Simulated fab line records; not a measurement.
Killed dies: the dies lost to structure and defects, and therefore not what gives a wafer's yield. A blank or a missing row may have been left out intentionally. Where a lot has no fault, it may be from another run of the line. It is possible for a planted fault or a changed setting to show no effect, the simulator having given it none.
The tool behind it: which one? + flow nand-harc + 24 lots with 72 wafers sampled at 6 steps, on a route of 1159 steps

== WHAT EACH GAUGE READ, for each wafer ==
The record lacks any reading of a measuring or inspecting step that a usual standard deviation could be used to judge.

== WHICH TOOL RAN EACH LOT (tool, then ch and the chambers of the sampled wafers, then the start) ==
| lot  | NHARC_A_SGD_CUT_ETCH_16                       | NHARC_A_SGD_CUT_CMP_21        | NHARC_A_WL_FILL_ALD_00           | NHARC_A_CONTACT_DEP_29          | NHARC_A_CONTACT_DESCUM_47          | NHARC_A_CONTACT_ETCH_114             |
|------|-----------------------------------------------|-------------------------------|----------------------------------|---------------------------------|------------------------------------|--------------------------------------|
| L074 | rie-diel-11 ch 0,2,3, day 13 15:08 or earlier | cmp-02 ch 0,1,3, day 13 15:08 | ald-hk-02 ch 1,2,3, day 14 13:15 | pecvd-01 ch 0,1, day 16 07:25   | rie-diel-01 ch 0,2,3, day 16 08:20 | har-cap-etch-01 ch 0,1, day 16 10:31 |
| L075 | rie-diel-05 ch 1,3, day 14 09:28 or earlier   | cmp-02 ch 0,1,3, day 14 09:28 | ald-hk-04 ch 0,1,3, day 15 01:18 | pecvd-02 ch 1,2, day 16 20:33   | rie-diel-13 ch 1,2,3, day 16 21:19 | har-cap-etch-03 ch 0,1, day 16 22:56 |
| L076 | rie-diel-11 ch 0,1,3, day 14 09:28 or earlier | cmp-04 ch 0,1, day 14 09:28   | ald-hk-03 ch 0,3, day 15 01:19   | pecvd-03 ch 1,2, day 16 17:40   | rie-diel-13 ch 0,1,3, day 16 18:26 | har-cap-etch-03 ch 0,1, day 16 20:05 |
| L077 | rie-diel-05 ch 0,1,3, day 14 18:25 or earlier | cmp-04 ch 0,1,3, day 14 18:25 | ald-hk-04 ch 1,2,3, day 15 12:34 | pecvd-02 ch 0,1,2, day 17 12:56 | rie-diel-13 ch 0,1,3, day 17 13:50 | har-cap-etch-02 ch 0,1, day 17 15:29 |
| L078 | rie-diel-08 ch 0,3, day 14 18:28 or earlier   | cmp-02 ch 1,2,3, day 14 18:28 | ald-hk-03 ch 1,2,3, day 15 12:37 | pecvd-01 ch 0,1,2, day 17 17:38 | rie-diel-04 ch 0,2,3, day 17 18:23 | har-cap-etch-03 ch 0,1, day 17 20:07 |
| L079 | rie-diel-11 ch 1,2,3, day 15 10:02 or earlier | cmp-02 ch 0,2,3, day 15 10:02 | ald-hk-02 ch 0,1,3, day 16 01:37 | pecvd-01 ch 0,1,2, day 17 15:23 | rie-diel-13 ch 1,2,3, day 17 16:10 | har-cap-etch-01 ch 0,1, day 17 17:54 |
| L081 | rie-diel-08 ch 1,2,3, day 15 22:17 or earlier | cmp-04 ch 2,3, day 15 22:17   | ald-hk-02 ch 1,2, day 16 18:22   | pecvd-02 ch 0,1,2, day 18 09:58 | rie-diel-13 ch 0,1,3, day 18 10:55 | har-cap-etch-02 ch 0,1, day 18 12:46 |
| L082 | rie-diel-05 ch 1,3, day 15 22:16 or earlier   | cmp-02 ch 0,2, day 15 22:16   | ald-hk-03 ch 0,1,2, day 16 18:28 | pecvd-01 ch 0,1,2, day 18 06:32 | rie-diel-04 ch 1,2,3, day 18 07:28 | har-cap-etch-03 ch 1, day 18 09:23   |
| L080 | rie-diel-08 ch 0,1, day 16 04:00 or earlier   | cmp-02 ch 2,3, day 16 04:00   | ald-hk-02 ch 0,1,3, day 16 20:18 | pecvd-02 ch 0,2, day 18 13:07   | rie-diel-01 ch 0,1, day 18 14:01   | har-cap-etch-03 ch 0,1, day 18 15:54 |
| L083 | rie-diel-08 ch 0,3, day 16 09:49 or earlier   | cmp-01 ch 0,2, day 16 09:49   | ald-hk-03 ch 1,2, day 17 00:55   | pecvd-02 ch 0,1, day 18 16:58   | rie-diel-13 ch 1,2,3, day 18 17:45 | har-cap-etch-01 ch 0,1, day 18 19:23 |
| L084 | rie-diel-11 ch 1,2,3, day 16 09:47 or earlier | cmp-02 ch 0,1,2, day 16 09:47 | ald-hk-02 ch 0,2,3, day 17 00:56 | pecvd-02 ch 0,1,2, day 18 19:47 | rie-diel-01 ch 0,1,2, day 18 20:34 | har-cap-etch-02 ch 0,1, day 18 22:12 |
| L088 | rie-diel-08 ch 0,2,3, day 17 01:53 or earlier | cmp-01 ch 0,1, day 17 01:53   | ald-hk-04 ch 1,3, day 17 17:05   | pecvd-01 ch 0,1, day 19 06:03   | rie-diel-04 ch 2,3, day 19 07:01   | har-cap-etch-02 ch 0,1, day 19 08:43 |
| L087 | rie-diel-11 ch 0,2,3, day 17 01:53 or earlier | cmp-04 ch 0,1, day 17 01:53   | ald-hk-02 ch 0,2,3, day 17 17:12 | pecvd-02 ch 1,2, day 19 05:56   | rie-diel-01 ch 0,1,2, day 19 06:41 | har-cap-etch-01 ch 1, day 19 08:19   |
| L086 | rie-diel-05 ch 0,1,2, day 17 07:53 or earlier | cmp-04 ch 0,1,3, day 17 07:53 | ald-hk-04 ch 1,2, day 18 00:56   | pecvd-02 ch 0,2, day 19 11:02   | rie-diel-13 ch 1,2, day 19 11:53   | har-cap-etch-02 ch 0,1, day 19 13:34 |
| L085 | rie-diel-05 ch 0,3, day 17 13:55 or earlier   | cmp-01 ch 0,1,2, day 17 13:55 | ald-hk-02 ch 0,1, day 18 05:41   | pecvd-02 ch 1,2, day 19 13:05   | rie-diel-04 ch 0,1,3, day 19 14:01 | har-cap-etch-02 ch 0,1, day 19 17:47 |
| L091 | rie-diel-05 ch 0,1, day 17 23:18 or earlier   | cmp-01 ch 1,2,3, day 17 23:18 | ald-hk-03 ch 1,2, day 18 14:43   | pecvd-03 ch 0,1, day 20 00:37   | rie-diel-01 ch 1,2,3, day 20 01:31 | har-cap-etch-03 ch 0,1, day 20 03:29 |
| L090 | rie-diel-08 ch 1,3, day 17 23:13 or earlier   | cmp-02 ch 1,3, day 17 23:13   | ald-hk-03 ch 2,3, day 18 14:34   | pecvd-03 ch 0,1, day 20 00:56   | rie-diel-01 ch 0,1,3, day 20 01:56 | har-cap-etch-01 ch 0,1, day 20 03:52 |
| L089 | rie-diel-08 ch 0,1, day 17 23:17 or earlier   | cmp-04 ch 0,1,2, day 17 23:17 | ald-hk-03 ch 0,2,3, day 18 14:28 | pecvd-03 ch 1,2, day 19 19:58   | rie-diel-01 ch 0,3, day 19 20:42   | har-cap-etch-03 ch 0,1, day 19 22:20 |
| L092 | rie-diel-08 ch 0,2,3, day 18 03:08 or earlier | cmp-02 ch 0,1,2, day 18 03:08 | ald-hk-03 ch 1,2,3, day 18 22:20 | pecvd-02 ch 0,1, day 20 12:08   | rie-diel-01 ch 0,1,3, day 20 13:04 | har-cap-etch-02 ch 0,1, day 20 15:05 |
| L093 | rie-diel-11 ch 0,3, day 18 20:29 or earlier   | cmp-02 ch 0,3, day 18 20:29   | ald-hk-04 ch 0,1,2, day 19 14:28 | pecvd-02 ch 0,1,2, day 21 00:41 | rie-diel-04 ch 1,2, day 21 01:28   | har-cap-etch-01 ch 0, day 21 03:09   |
| L094 | rie-diel-08 ch 1,2, day 18 20:32 or earlier   | cmp-04 ch 1,2,3, day 18 20:32 | ald-hk-04 ch 0,1,2, day 19 14:19 | pecvd-02 ch 0,1, day 21 01:22   | rie-diel-01 ch 1,2,3, day 21 02:07 | har-cap-etch-03 ch 0,1, day 21 03:47 |
| L096 | rie-diel-11 ch 1,2,3, day 19 03:10 or earlier | cmp-02 ch 0,1,2, day 19 03:10 | ald-hk-03 ch 0,1,3, day 19 20:55 | pecvd-01 ch 0,1,2, day 21 06:46 | rie-diel-04 ch 1,2,3, day 21 07:34 | har-cap-etch-02 ch 0,1, day 21 09:12 |
| L095 | rie-diel-05 ch 0,1, day 19 03:14 or earlier   | cmp-04 ch 1,2,3, day 19 03:14 | ald-hk-04 ch 0,3, day 19 20:56   | pecvd-01 ch 1,2, day 21 05:00   | rie-diel-13 ch 1,2, day 21 05:53   | har-cap-etch-01 ch 0,1, day 21 08:02 |
| L097 | rie-diel-05 ch 0,1,3, day 20 01:26 or earlier | cmp-02 ch 0,1,3, day 20 01:26 | ald-hk-04 ch 0,1,3, day 20 18:34 | pecvd-01 ch 0,1,2, day 22 12:25 | rie-diel-04 ch 0,2,3, day 22 13:18 | har-cap-etch-01 ch 0,1, day 22 15:04 |
- NHARC_A_SGD_CUT_ETCH_16: etches the open film in C4F8/O2/Ar, target depth 310.5 nm, time 155.2 s.
- NHARC_A_SGD_CUT_CMP_21: polishes, target thk 148.19 nm.
- NHARC_A_WL_FILL_ALD_00: deposits Al2O3, target thk 3 nm, pulse time 3 s, ald cycles 30.
- NHARC_A_CONTACT_DEP_29: deposits SiON, target thk 70 nm.
- NHARC_A_CONTACT_DESCUM_47: chemistry O2, time 3 s.
- NHARC_A_CONTACT_ETCH_114: etches the open film in C4F8/O2/Ar, time 94 s, target depth 922 nm.

== WHAT THE TOOLS THEMSELVES READ (means of the sampled wafers that have a number; where no wafer has one, the mark that the record gives instead) ==
NHARC_A_SGD_CUT_ETCH_16. Usual: oes-product-au 0.974 a.u., standard deviation 0.016; rf-vpp-V 725 V, standard deviation 4.8.
| lot  | tool        | oes-product-au (a.u.) | rf-vpp-V (V) | flag |
|------|-------------|-----------------------|--------------|------|
| L074 | rie-diel-11 | 0.956                 | 729          |      |
| L075 | rie-diel-05 | 0.969                 | 720          |      |
| L076 | rie-diel-11 | 0.983                 | 726          |      |
| L077 | rie-diel-05 | 0.977                 | 723          |      |
| L078 | rie-diel-08 | 0.982                 | 726          |      |
| L079 | rie-diel-11 | 0.976                 | 726          |      |
| L081 | rie-diel-08 | 0.976                 | 724          |      |
| L082 | rie-diel-05 | 0.965                 | 719          |      |
| L080 | rie-diel-08 | 0.962                 | 730          |      |
| L083 | rie-diel-08 | 0.956                 | 726          |      |
| L084 | rie-diel-11 | 0.984                 | 726          |      |
| L088 | rie-diel-08 | 0.984                 | 725          |      |
| L087 | rie-diel-11 | 0.995                 | 729          |      |
| L086 | rie-diel-05 | 0.982                 | 727          |      |
| L085 | rie-diel-05 | 0.967                 | 719          |      |
| L091 | rie-diel-05 | 0.943                 | 725          |      |
| L090 | rie-diel-08 | 0.973                 | 728          |      |
| L089 | rie-diel-08 | 0.984                 | 731          |      |
| L092 | rie-diel-08 | 0.969                 | 725          |      |
| L093 | rie-diel-11 | 0.977                 | 728          |      |
| L094 | rie-diel-08 | 0.987                 | 726          |      |
| L096 | rie-diel-11 | 0.988                 | 726          |      |
| L095 | rie-diel-05 | 0.972                 | 725          |      |
| L097 | rie-diel-05 | 0.962                 | 722          |      |

NHARC_A_SGD_CUT_CMP_21. Usual: motor-current-A 12.0 A, standard deviation 1.8; time-to-endpoint-s 50.3 s, standard deviation 2.9.
| lot  | tool   | motor-current-A (A) | time-to-endpoint-s (s) | flag |
|------|--------|---------------------|------------------------|------|
| L074 | cmp-02 | 13.7                | 50.4                   |      |
| L075 | cmp-02 | 13.4                | 49.1                   |      |
| L076 | cmp-04 | 11.3                | 52.5                   |      |
| L077 | cmp-04 | 10.6                | 49.7                   |      |
| L078 | cmp-02 | 13.4                | 50.1                   |      |
| L079 | cmp-02 | 12.9                | 53.0                   |      |
| L081 | cmp-04 | 10.6                | 48.8                   |      |
| L082 | cmp-02 | 11.6                | 51.0                   |      |
| L080 | cmp-02 | 13.4                | 51.8                   |      |
| L083 | cmp-01 | 11.2                | 51.7                   |      |
| L084 | cmp-02 | 12.2                | 51.3                   |      |
| L088 | cmp-01 | 11.4                | 46.0                   |      |
| L087 | cmp-04 | 10.7                | 50.0                   |      |
| L086 | cmp-04 | 11.0                | 52.6                   |      |
| L085 | cmp-01 | 10.8                | 48.2                   |      |
| L091 | cmp-01 | 11.3                | 49.7                   |      |
| L090 | cmp-02 | 13.9                | 53.0                   |      |
| L089 | cmp-04 | 10.8                | 46.5                   |      |
| L092 | cmp-02 | 12.4                | 46.0                   |      |
| L093 | cmp-02 | 14.7                | 54.8                   |      |
| L094 | cmp-04 | 10.2                | 47.0                   |      |
| L096 | cmp-02 | 12.2                | 52.8                   |      |
| L095 | cmp-04 | 9.9                 | 46.6                   |      |
| L097 | cmp-02 | 13.4                | 49.8                   |      |

NHARC_A_WL_FILL_ALD_00. Usual: heater-power-w 446 W, standard deviation 43; precursor-pulse-height-rel 0.998, standard deviation 0.019.
| lot  | tool      | heater-power-w (W) | precursor-pulse-height-rel | flag |
|------|-----------|--------------------|----------------------------|------|
| L074 | ald-hk-02 | 445                | 0.994                      |      |
| L075 | ald-hk-04 | 458                | 1.000                      |      |
| L076 | ald-hk-03 | 494                | 0.998                      |      |
| L077 | ald-hk-04 | 461                | 1.002                      |      |
| L078 | ald-hk-03 | 447                | 0.990                      |      |
| L079 | ald-hk-02 | 424                | 0.998                      |      |
| L081 | ald-hk-02 | 479                | 1.015                      |      |
| L082 | ald-hk-03 | 441                | 1.001                      |      |
| L080 | ald-hk-02 | 426                | 0.994                      |      |
| L083 | ald-hk-03 | 434                | 1.009                      |      |
| L084 | ald-hk-02 | 409                | 0.990                      |      |
| L088 | ald-hk-04 | 463                | 0.995                      |      |
| L087 | ald-hk-02 | 409                | 0.993                      |      |
| L086 | ald-hk-04 | 448                | 1.002                      |      |
| L085 | ald-hk-02 | 408                | 0.992                      |      |
| L091 | ald-hk-03 | 409                | 0.985                      |      |
| L090 | ald-hk-03 | 482                | 0.990                      |      |
| L089 | ald-hk-03 | 481                | 0.996                      |      |
| L092 | ald-hk-03 | 454                | 1.004                      |      |
| L093 | ald-hk-04 | 428                | 0.987                      |      |
| L094 | ald-hk-04 | 440                | 0.978                      |      |
| L096 | ald-hk-03 | 460                | 1.009                      |      |
| L095 | ald-hk-04 | 437                | 1.011                      |      |
| L097 | ald-hk-04 | 455                | 1.000                      |      |

NHARC_A_CONTACT_DEP_29. Usual: heater-power-w at 713 W, with a standard deviation of 92.
| lot  | tool     | heater-power-w (W) | flag |
|------|----------|--------------------|------|
| L074 | pecvd-01 | 747                |      |
| L075 | pecvd-02 | 676                |      |
| L076 | pecvd-03 | 822                |      |
| L077 | pecvd-02 | 628                |      |
| L078 | pecvd-01 | 735                |      |
| L079 | pecvd-01 | 684                |      |
| L081 | pecvd-02 | 659                |      |
| L082 | pecvd-01 | 697                |      |
| L080 | pecvd-02 | 664                |      |
| L083 | pecvd-02 | 680                |      |
| L084 | pecvd-02 | 719                |      |
| L088 | pecvd-01 | 792                |      |
| L087 | pecvd-02 | 708                |      |
| L086 | pecvd-02 | 690                |      |
| L085 | pecvd-02 | 715                |      |
| L091 | pecvd-03 | 881                |      |
| L090 | pecvd-03 | 800                |      |
| L089 | pecvd-03 | 799                |      |
| L092 | pecvd-02 | 682                |      |
| L093 | pecvd-02 | 683                |      |
| L094 | pecvd-02 | 687                |      |
| L096 | pecvd-01 | 716                |      |
| L095 | pecvd-01 | 639                |      |
| L097 | pecvd-01 | 671                |      |

NHARC_A_CONTACT_DESCUM_47. Usual: drypump-motor-current-A 5.7 A, standard deviation 0.51; oes-product-au 1.001 a.u., standard deviation 0.0085; rf-vpp-V 57.6 V, standard deviation 0.93; showerhead-plenum-p-Torr 1.89 Torr, standard deviation 0.099; throttle-valve-pct 11.310 %, standard deviation 0.0092.
| lot  | tool        | drypump-motor-current-A (A) | oes-product-au (a.u.) | rf-vpp-V (V) | showerhead-plenum-p-Torr (Torr) | throttle-valve-pct (%) | flag |
|------|-------------|-----------------------------|-----------------------|--------------|---------------------------------|------------------------|------|
| L074 | rie-diel-01 | 5.3                         | 1.007                 | 58.2         | 1.86                            | 11.309                 |      |
| L075 | rie-diel-13 | 5.9                         | 0.998                 | 57.7         | 1.93                            | 11.304                 |      |
| L076 | rie-diel-13 | 5.7                         | 0.996                 | 57.2         | 1.91                            | 11.317                 |      |
| L077 | rie-diel-13 | 5.7                         | 1.002                 | 57.3         | 1.91                            | 11.308                 |      |
| L078 | rie-diel-04 | 6.1                         | 0.994                 | 57.6         | 1.88                            | 11.306                 |      |
| L079 | rie-diel-13 | 5.8                         | 0.993                 | 58.0         | 1.93                            | 11.306                 |      |
| L081 | rie-diel-13 | 5.7                         | 1.000                 | 58.3         | 1.90                            | 11.314                 |      |
| L082 | rie-diel-04 | 6.3                         | 1.006                 | 57.4         | 1.92                            | 11.314                 |      |
| L080 | rie-diel-01 | 5.0                         | 0.997                 | 57.4         | 1.89                            | 11.320                 |      |
| L083 | rie-diel-13 | 5.8                         | 1.000                 | 57.3         | 1.92                            | 11.303                 |      |
| L084 | rie-diel-01 | 5.1                         | 1.003                 | 57.7         | 1.88                            | 11.308                 |      |
| L088 | rie-diel-04 | 6.2                         | 1.002                 | 57.3         | 1.89                            | 11.304                 |      |
| L087 | rie-diel-01 | 5.1                         | 0.999                 | 58.1         | 1.88                            | 11.309                 |      |
| L086 | rie-diel-13 | 6.0                         | 0.999                 | 57.7         | 1.86                            | 11.327                 |      |
| L085 | rie-diel-04 | 6.2                         | 1.010                 | 57.3         | 1.83                            | 11.313                 |      |
| L091 | rie-diel-01 | 5.4                         | 1.001                 | 56.6         | 1.81                            | 11.309                 |      |
| L090 | rie-diel-01 | 5.3                         | 0.999                 | 56.7         | 1.87                            | 11.309                 |      |
| L089 | rie-diel-01 | 5.5                         | 0.998                 | 57.6         | 1.86                            | 11.305                 |      |
| L092 | rie-diel-01 | 5.3                         | 1.001                 | 56.8         | 1.87                            | 11.311                 |      |
| L093 | rie-diel-04 | 6.4                         | 1.011                 | 58.5         | 1.95                            | 11.318                 |      |
| L094 | rie-diel-01 | 5.4                         | 0.988                 | 56.9         | 1.80                            | 11.306                 |      |
| L096 | rie-diel-04 | 6.3                         | 1.007                 | 57.5         | 1.91                            | 11.324                 |      |
| L095 | rie-diel-13 | 6.0                         | 1.005                 | 57.7         | 1.86                            | 11.308                 |      |
| L097 | rie-diel-04 | 6.1                         | 1.006                 | 58.8         | 1.97                            | 11.314                 |      |

== THE ANSWER, worked out from the rows above alone ==
Rule: a lot is off if the mean of its wafers that have a number lies more than 3 standard deviations from the usual mean. A lot without any number at a reading at which 4 lots or more have one is off too. The other lots that the step has rows for count as sound. Order of review: gauges by route order, followed by the tools' own readings, for which a lot's mean as printed above is used. The first step at which some lot is off is used, and at that step the reading that is off furthest; a lot without a number counts as furthest.
Across all readings shown, no lot is off: no conclusion can be drawn from this.

== WHAT THE SIMULATOR HAD INSERTED ==
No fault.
